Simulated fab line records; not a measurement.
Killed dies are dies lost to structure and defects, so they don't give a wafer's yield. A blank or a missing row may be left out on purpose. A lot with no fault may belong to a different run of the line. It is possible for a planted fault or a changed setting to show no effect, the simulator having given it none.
What tool caused it? ; flow nand-harc ; 36 wafers from 12 lots sampled at 5 of the route's 1302 steps

WHAT EACH GAUGE READ, for each wafer
NHARC_END_SORT_01. Usual: killed-at-array 49, standard deviation 19; killed-at-other 0.9, standard deviation 1.1; killed-at-periphery 4.0, standard deviation 2.7; killed-dies 54, standard deviation 19; killed-open 3.3, standard deviation 1.8; killed-short 2.6, standard deviation 1.6.
lot;measured;on;killed-at-array;killed-at-other;killed-at-periphery;killed-dies;killed-open;killed-short;flag
L333;day 31 02:34;prober-02;26 25 670;0 0 1;4 1 4;30 26 675;2 2 5;6 3 5;OFF

TOOL THAT RAN EACH LOT (tool first, then ch and the chambers of the sampled wafers, then the start)
lot;NHARC_A_CONTACT_ETCH_125;NHARC_A_CONTACT_ETCH_131;NHARC_A_CONTACT_ETCH_106;NHARC_A_CONTACT_DEP_84
L319;har-cap-etch-03 ch 0,1, day 22 03:17;har-cap-etch-03 ch 0,1, day 22 04:25;rie-diel-04 ch 0,1,3, day 22 06:19;acl-dep-03 ch 0, day 22 09:19
L321;har-cap-etch-03 ch 0,1, day 22 15:26;har-cap-etch-03 ch 0,1, day 22 16:31;rie-diel-04 ch 0,1,3, day 22 18:10;acl-dep-02 ch 0, day 22 18:49
L320;har-cap-etch-02 ch 0,1, day 22 16:58;har-cap-etch-02 ch 0,1, day 22 18:02;rie-diel-04 ch 0,2, day 22 19:38;acl-dep-01 ch 0, day 23 01:16
L322;har-cap-etch-01 ch 0,1, day 22 21:26;har-cap-etch-01 ch 0,1, day 22 22:29;rie-diel-04 ch 0,2, day 23 00:13;acl-dep-01 ch 0, day 23 02:25
L318;har-cap-etch-03 ch 0,1, day 22 21:59;har-cap-etch-03 ch 0,1, day 22 23:03;rie-diel-08 ch 1,3, day 23 00:41;acl-dep-03 ch 0, day 23 03:25
L325;har-cap-etch-01 ch 0,1, day 23 21:58;har-cap-etch-01 ch 0,1, day 23 23:01;rie-diel-05 ch 0,1,2, day 24 00:41;acl-dep-03 ch 0, day 24 02:27
L323;har-cap-etch-03 ch 0,1, day 23 23:09;har-cap-etch-03 ch 0,1, day 24 00:13;rie-diel-05 ch 1,2,3, day 24 01:56;acl-dep-02 ch 0, day 24 04:41
L326;har-cap-etch-01 ch 0,1, day 25 10:17;har-cap-etch-01 ch 0,1, day 25 11:21;rie-diel-04 ch 1,3, day 25 12:58;acl-dep-02 ch 0, day 25 14:46
L333;har-cap-etch-02 ch 0,1, day 28 08:55;har-cap-etch-02 ch 0,1, day 28 09:59;rie-diel-04 ch 0,1,3, day 28 11:38;acl-dep-01 ch 0, day 28 12:18
L339;har-cap-etch-02 ch 0,1, day 31 00:05;har-cap-etch-02 ch 0,1, day 31 01:08;rie-diel-05 ch 0,1,3, day 31 02:46;acl-dep-02 ch 0, day 31 07:38
L338;har-cap-etch-01 ch 0,1, day 31 08:32;har-cap-etch-01 ch 0,1, day 31 09:36;rie-diel-05 ch 1,2,3, day 31 11:19;acl-dep-03 ch 0, day 31 12:53
L341;har-cap-etch-03 ch 0,1, day 31 20:37;har-cap-etch-03 ch 0,1, day 31 21:41;rie-diel-04 ch 0,3, day 31 23:21;acl-dep-03 ch 0, day 32 03:47
- NHARC_A_CONTACT_ETCH_125: etches the open film in C4F8/O2/Ar, time 197 s, target depth 1918 nm.
- NHARC_A_CONTACT_ETCH_131: etches the open film in C4F8/O2/Ar, time 197 s, target depth 1918 nm.
- NHARC_A_CONTACT_ETCH_106: etches the open film in CF4/O2, target depth 90 nm, overetch 9 nm, time 49.5 s.
- NHARC_A_CONTACT_DEP_84: deposits aC, target thk 2800 nm.

AS READ BY THE TOOLS THEMSELVES (means over the sampled wafers that have a number; for cases with no such wafer, the mark the record gives instead)
NHARC_A_CONTACT_ETCH_125. Usual: chamber-pressure-mTorr 19.999 mTorr, standard deviation 0.018.
lot;tool;chamber-pressure-mTorr (mTorr);flag
L319;har-cap-etch-03;19.999;
L321;har-cap-etch-03;20.001;
L320;har-cap-etch-02;20.004;
L322;har-cap-etch-01;19.987;
L318;har-cap-etch-03;19.994;
L325;har-cap-etch-01;20.000;
L323;har-cap-etch-03;20.007;
L326;har-cap-etch-01;20.003;
L333;har-cap-etch-02;19.988;
L339;har-cap-etch-02;19.997;
L338;har-cap-etch-01;20.026;
L341;har-cap-etch-03;20.005;

NHARC_A_CONTACT_ETCH_131. Usual: chamber-pressure-mTorr 20.002 mTorr, standard deviation 0.019.
lot;tool;chamber-pressure-mTorr (mTorr);flag
L319;har-cap-etch-03;20.012;
L321;har-cap-etch-03;19.988;
L320;har-cap-etch-02;19.998;
L322;har-cap-etch-01;20.024;
L318;har-cap-etch-03;20.000;
L325;har-cap-etch-01;20.007;
L323;har-cap-etch-03;19.995;
L326;har-cap-etch-01;20.027;
L333;har-cap-etch-02;20.001;
L339;har-cap-etch-02;20.000;
L338;har-cap-etch-01;19.998;
L341;har-cap-etch-03;20.011;

NHARC_A_CONTACT_ETCH_106. Usual: chamber-pressure-mTorr 30.00 mTorr, standard deviation 0.04; drypump-motor-current-A 5.78 A, standard deviation 0.25; oes-product-au 1.002 a.u., standard deviation 0.0092; rf-fwd-power-W 296.2 W, standard deviation 1.1; rf-vpp-V 198.0 V, standard deviation 1.7; run-length-s 70.8 s, standard deviation 0.51; showerhead-plenum-p-Torr 1.34 Torr, standard deviation 0.07; throttle-valve-pct 13.397 %, standard deviation 0.0094.
lot;tool;chamber-pressure-mTorr (mTorr);drypump-motor-current-A (A);oes-product-au (a.u.);rf-fwd-power-W (W);rf-vpp-V (V);run-length-s (s);showerhead-plenum-p-Torr (Torr);throttle-valve-pct (%);flag
L319;rie-diel-04;30.02;5.66;0.998;295.9;198.0;70.8;1.32;13.392;
L321;rie-diel-04;30.02;5.64;0.994;296.6;197.6;70.7;1.31;13.390;
L320;rie-diel-04;29.96;5.90;0.994;295.4;197.3;71.3;1.33;13.387;
L322;rie-diel-04;30.00;5.92;0.989;297.3;198.1;71.6;1.33;13.406;
L318;rie-diel-08;30.00;5.55;1.004;294.3;197.9;71.0;1.36;13.398;
L325;rie-diel-05;29.97;5.87;1.010;295.4;198.8;70.6;1.38;13.398;
L323;rie-diel-05;29.98;5.97;1.001;297.0;198.6;70.5;1.34;13.401;
L326;rie-diel-04;29.99;5.52;1.009;296.5;197.6;70.7;1.33;13.404;
L333;rie-diel-04;29.99;5.65;0.998;295.4;197.4;68.6;1.31;13.401;OFF
L339;rie-diel-05;29.97;5.94;1.008;296.5;198.8;70.4;1.38;13.400;
L338;rie-diel-05;30.01;5.97;1.010;296.0;198.1;70.6;1.33;13.404;
L341;rie-diel-04;30.01;5.74;0.992;296.8;200.0;71.2;1.43;13.409;

NHARC_A_CONTACT_DEP_84. Usual: throttle-valve-pct 35.000 %, standard deviation 0.0083.
lot;tool;throttle-valve-pct (%);flag
L319;acl-dep-03;34.999;
L321;acl-dep-02;35.010;
L320;acl-dep-01;35.000;
L322;acl-dep-01;35.000;
L318;acl-dep-03;35.000;
L325;acl-dep-03;34.992;
L323;acl-dep-02;35.000;
L326;acl-dep-02;35.002;
L333;acl-dep-01;34.997;
L339;acl-dep-02;35.003;
L338;acl-dep-03;34.998;
L341;acl-dep-03;34.995;

THE ANSWER, worked out from the rows above alone
Rule: take the mean of a lot's wafers that have a number; if it is more than 3 standard deviations from the usual mean, the lot is off. A lot without any number at a reading at which 4 lots or more have one is off too. All remaining lots with rows at the step are treated as sound. Order of review: gauges by route order, followed by the tools' own readings, for which a lot's mean as printed above is used. The first step at which some lot is off is used, and at that step the reading that is off furthest; a lot without a number counts as furthest.
Off: L333 (NHARC_END_SORT_01, killed-at-array). Neither off nor sound, because the step has no rows for them: L319, L321, L320, L322, L318, L325, L323, L326, L339, L338, L341.
If a tool, at a process step before that reading, ran all the lots that are off and no sound lot after the first of them, it fits. The gauges at NHARC_END_SORT_01 aren't tried: what is off there is off at NHARC_A_CONTACT_ETCH_106 too, on other tools, and a gauge's error can't cause that. Can't be told from this: 3 tools fit, har-cap-etch-02 at NHARC_A_CONTACT_ETCH_125 and NHARC_A_CONTACT_ETCH_131, rie-diel-04 at NHARC_A_CONTACT_ETCH_106, acl-dep-01 at NHARC_A_CONTACT_DEP_84.

WHAT THE SIMULATOR HAD PUT IN
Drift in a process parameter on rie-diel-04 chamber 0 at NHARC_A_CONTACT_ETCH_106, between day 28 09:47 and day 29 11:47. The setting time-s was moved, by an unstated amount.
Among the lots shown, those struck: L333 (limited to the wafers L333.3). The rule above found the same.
